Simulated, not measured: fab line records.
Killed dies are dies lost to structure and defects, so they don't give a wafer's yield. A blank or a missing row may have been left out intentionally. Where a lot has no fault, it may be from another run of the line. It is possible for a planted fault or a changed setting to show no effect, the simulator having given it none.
Split-lot trial	flow n5-finfet	21 wafers read from 7 lots, route of 1938 steps

== ABOUT THE SPLIT ==
At N5_BEOL_M7_COAT_22 (resist thk 30 nm), the setting spin-rpm was moved away from the recipe's 1500 rpm on 4 of the 21 wafers read, by -3.1% to +5.8%. This setting was run at the recipe's value on the other wafers.

== FROM THE SPLIT TO THE READING: what the file shows between them, 4 steps ==
- N5_BEOL_M7_EBR_24
- N5_BEOL_M7_SOFTBAKE_23: time 60 s
- N5_BEOL_M7_EXPOSE_25: exposes mask V6, target cd 40 nm
- N5_BEOL_M7_PEB_26: peb time 60 s

== THE READING ==
CAR-EUV_of_BEOL_M7_COAT_22.thk-nm (the simulator's own value, which no gauge read), in nm, at N5_BEOL_M7_DEVELOP_27 (develop time 30 s). No usual value for it is given in the file. Average 29.6 nm, standard deviation 0.11 nm, over the 17 wafers here run with the recipe.

wafer	tool, chamber at the split	spin-rpm as run, rpm	against the recipe	CAR-EUV_of_BEOL_M7_COAT_22.thk-nm, nm	against lot-mates on the recipe
L074.1	litho-track-03, 0	1500	recipe	29.6	-
L074.3	litho-track-03, 0	1453	-3.1%	30	+0.4
L074.5	litho-track-03, 0	1453	-3.1%	30	+0.4
L077.1	litho-track-02, 0	1500	recipe	29.8	-
L077.2	litho-track-02, 0	1500	recipe	29.6	-
L077.4	litho-track-02, 0	1500	recipe	29.6	-
L076.1	litho-track-03, 0	1500	recipe	29.4	-
L076.6	litho-track-03, 0	1500	recipe	29.4	-
L076.4	litho-track-03, 0	1500	recipe	29.6	-
L079.1	litho-track-05, 0	1587	+5.8%	28.8	-0.8
L079.2	litho-track-05, 0	1500	recipe	29.6	-
L079.6	litho-track-05, 0	1587	+5.8%	28.6	-1.0
L083.1	litho-track-02, 0	1500	recipe	29.6	-
L083.2	litho-track-02, 0	1500	recipe	29.6	-
L083.5	litho-track-02, 0	1500	recipe	29.6	-
L086.2	litho-track-05, 0	1500	recipe	29.6	-
L086.3	litho-track-05, 0	1500	recipe	29.6	-
L086.6	litho-track-05, 0	1500	recipe	29.6	-
L087.1	litho-track-02, 0	1500	recipe	29.6	-
L087.3	litho-track-02, 0	1500	recipe	29.8	-
L087.6	litho-track-02, 0	1500	recipe	29.8	-

THE FIT
A straight line over all 21 wafers: CAR-EUV_of_BEOL_M7_COAT_22.thk-nm changes by -0.149 nm for each +1% of spin-rpm; r = -0.94; the points scatter about the line by 0.11 nm.
The same after taking each lot's own level away (the mean of its wafers on the recipe; 21 wafers): -0.148 nm for each +1%; r = -0.97; scatter 0.076 nm.
On that fit, the largest move of spin-rpm shifts the reading by 0.86 nm.
Measured against the standard deviation above, the lots' own levels, which go from 29.47 to 29.73 nm, span 2.5 times it.
The two slopes are in agreement: the lot-to-lot level therefore moves the slope only a little.
Check: -0.919 nm against its lot-mates is what the line predicts for one of the wafers moved furthest among these (+5.8%) when that wafer is left out of the fit. Against them it came out at -0.8 nm.

== OTHER SPLITS ON THESE WAFERS ==
These wafers also went through other splits before the reading. Each is held against what the fit with the lots' levels taken away leaves over:
other split on the same wafers	wafers away from the commonest value	r with CAR-EUV_of_BEOL_M7_COAT_22.thk-nm (lot level and that fit taken away)
N5_BEOL_M5_EXPOSE_08 dose-mj	5	+0.32
N5_BEOL_M5_TRENCH_ETCH_37 time-s	4	-0.29
N5_BEOL_M5_ETCH_41 source-w	10	-0.09
N5_BEOL_M6_COAT_22 spin-rpm	5	+0.17
N5_BEOL_M6_ETCH_66 source-w	11	-0.02

== THE WHOLE CHAIN: every reading that the file lists as answering this split, in the file's order ==
step	what it does	reading	change (the file's fit)	r (the file's)
N5_BEOL_M7_COAT_22	resist thk 30 nm	CAR-EUV_of_BEOL_M7_COAT_22.thk-nm (the simulator's own value, which no gauge read)	-0.121 nm for each +1% of the setting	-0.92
N5_BEOL_M7_DEVELOP_27	develop time 30 s	CAR-EUV_of_BEOL_M7_COAT_22.thk-nm (the simulator's own value, which no gauge read)	-0.149 nm for each +1% of the setting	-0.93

== THE FILE'S OWN FIT ==
CAR-EUV_of_BEOL_M7_COAT_22.thk-nm changes by -0.149 nm for each +1% of spin-rpm, r = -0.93.
